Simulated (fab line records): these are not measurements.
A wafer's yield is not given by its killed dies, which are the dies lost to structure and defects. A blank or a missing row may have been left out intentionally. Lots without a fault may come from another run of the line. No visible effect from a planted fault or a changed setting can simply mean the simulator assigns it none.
A lot that was struck, set against a sound lot	flow n5Finfet	14 steps out of a route of 1938
Sound: these wafers, L205.1, L205.2, L205.5. Struck: wafers L213.4, L213.5, L213.6. The cause comes at the end.
Per side, at each step with rows, come the tool, then ch with its chambers, and then its first start. Under that, the readings that differ: sound wafers	struck wafers	difference of the means	sigmas: that difference in standard deviations of wafers without a fault.
alike: a reading whose means differ by less than 2 such deviations, as well as words and numbers matching on both sides. not compared: withheld readings; readings where some wafer has no value; bounds like >300 that might hide an equal value; numbers whose values overlap and for which the record gives no deviation.
A row with sigmas, a row that says differs or no value, or rows on one side alone: a step with any of these is where the two part. Numbers that have no deviation but don't overlap get no sigmas and don't part them. Lack of a reading on every wafer of one side parts them only where that side has two or more wafers.

N5_BEOL_M12_CMP_49: polishes, stops on SiOC, t overpolish 20.6 s, target thk 320 nm.
  sound on cmp-03 ch 1,2,3, day 12 07:18; struck on cmp-01 ch 0,1,2, day 14 04:47
  alike: barrierFieldEndpointS, headPressurePsi, motorCurrentA, overpolishRunS, retainingRingPressureFrac
N5_BEOL_M12_THK_MEAS_50: measures by xrf.
  sound: filmMetro-01 at day 12 07:35; struck: filmMetro-02 at day 14 05:00
  alike: M12_THK
then, 1 step without rows for these wafers: N5_BEOL_M12_PRE_CLEAN_52 (time 15 s).
N5_BEOL_M12_DEP_53: deposits SiCN from 3MS/NH3, target thk 30 nm, time 10.5 s.
  sound on pecvd-02 ch 0,2, day 12 07:40; struck on pecvd-02 ch 0,1,2, day 14 05:04
  alike: showerheadPlenumPTorr, throttleValvePct
N5_BEOL_M12_RS_MEAS_54: measures by four-point-probe.
  sound: filmMetro-01 at day 12 07:43; struck: filmMetro-01 at day 14 05:07
  alike: M12_RS
N5_BEOL_M12_INSPECT_55: inspects for defects (darkfield).
  sound: defectInspect-01 at day 12 07:44; struck: defectInspect-02 at day 14 05:09
  alike: rawDefectCount
N5_BEOL_M13_ILD_DEP_00: deposits SiOC from DEMS/O2, target thk 837.92 nm, time 166.4 s.
  sound on pecvd-03 ch 0,1, day 12 07:47; struck on pecvd-04 ch 0,1,2, day 14 05:14
reading	sound	struck	difference	sigmas
heaterPowerW (W)	735 475 754	492 494 409	-190	-2
  alike: showerheadPlenumPTorr, throttleValvePct
N5_BEOL_M13_THK_MEAS_01:
  sound: filmMetro-01 at day 12 07:56; struck: filmMetro-01 at day 14 05:20
  alike: M13_ILD_THK
then, 4 steps without rows for these wafers: N5_BEOL_M13_COAT_58 (time 60 s, resist thk 89 nm); N5_BEOL_M13_COAT_04 (resist thk 400 nm); N5_BEOL_M13_EBR_06; N5_BEOL_M13_SOFTBAKE_05 (time 60 s).
N5_BEOL_M13_EXPOSE_07: exposes mask V12.
  struck on krfScanner-01, day 14 05:29; sound on krfScanner-02 ch 0, day 12 08:11
  no value came back on the struck wafers for exposureDoseMJCm2, focusOffsetNm (nm); on the sound wafers exposureDoseMJCm2 reads 24.82 24.77 24.77
  alike: mask
then, 1 step without rows for these wafers: N5_BEOL_M13_PEB_08 (peb time 90 s).

== WHERE THEY PART ==
Last at N5_BEOL_M13_EXPOSE_07 as far as this record goes, first at N5_BEOL_M13_ILD_DEP_00.

WHY: the cause the simulator had injected
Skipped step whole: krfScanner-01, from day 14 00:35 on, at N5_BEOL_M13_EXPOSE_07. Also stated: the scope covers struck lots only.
